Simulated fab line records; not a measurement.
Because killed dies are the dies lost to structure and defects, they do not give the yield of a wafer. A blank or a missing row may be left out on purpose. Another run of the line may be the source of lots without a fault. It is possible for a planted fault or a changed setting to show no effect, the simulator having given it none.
Matching of chambers    flow n5_finfet    N5_BEOL_M6_VIA_ETCH_34 on rie_diel-02 has 4 sister chambers
The step etches SiCOH lowk in C4F6/O2, target depth 126.3 nm, time 50.9 s. 8 wafers are shown with their chamber, then 7 later ones without.

## WAFERS, EACH WITH ITS CHAMBER
wafer   chamber  drypump_motor_current_A (A)  showerhead_plenum_p_Torr (Torr)
L084.2  1        6.3                          2.76
L087.1  3        6.1                          2.78
L087.5  2        5.8                          2.90
L088.3  3        6.1                          2.78
L088.4  0        5.5                          3.03
L088.6  1        6.3                          2.75
L089.1  0        5.5                          3.03
L089.3  2        5.7                          2.90

## WAFERS WITH NO CHAMBER GIVEN
wafer   drypump_motor_current_A (A)  showerhead_plenum_p_Torr (Torr)
L089.4  6.1                          2.78
L093.1  5.8                          2.90
L093.3  6.1                          2.78
L093.4  5.5                          3.03
L097.2  5.5                          3.02
L097.4  6.3                          2.74
L097.5  5.8                          2.89

## EACH ONE'S CHAMBER
wafer   from the rows above  in truth
L089.4  3                    3
L093.1  2                    2
L093.3  3                    3
L093.4  0                    0
L097.2  0                    0
L097.4  1                    1
L097.5  2                    2
Correct placement for 7 of the 7. Not placeable from these rows: 0. 0 placed wrongly.
How it was worked out, from the rows above alone: a wafer's distance from a chamber is the root of the sum, over the readings, of the square of ((its reading less the chamber's mean) divided by the reading's scatter). If the next closest chamber is less than 2 further off than the closest, the wafer can't be placed; otherwise it belongs to the closest. A chamber's mean is the mean of its shown wafers. The scatter: take each reading less its chamber's mean, square it, sum over the shown wafers, divide by the number of wafers less the number of chambers, and take the root.
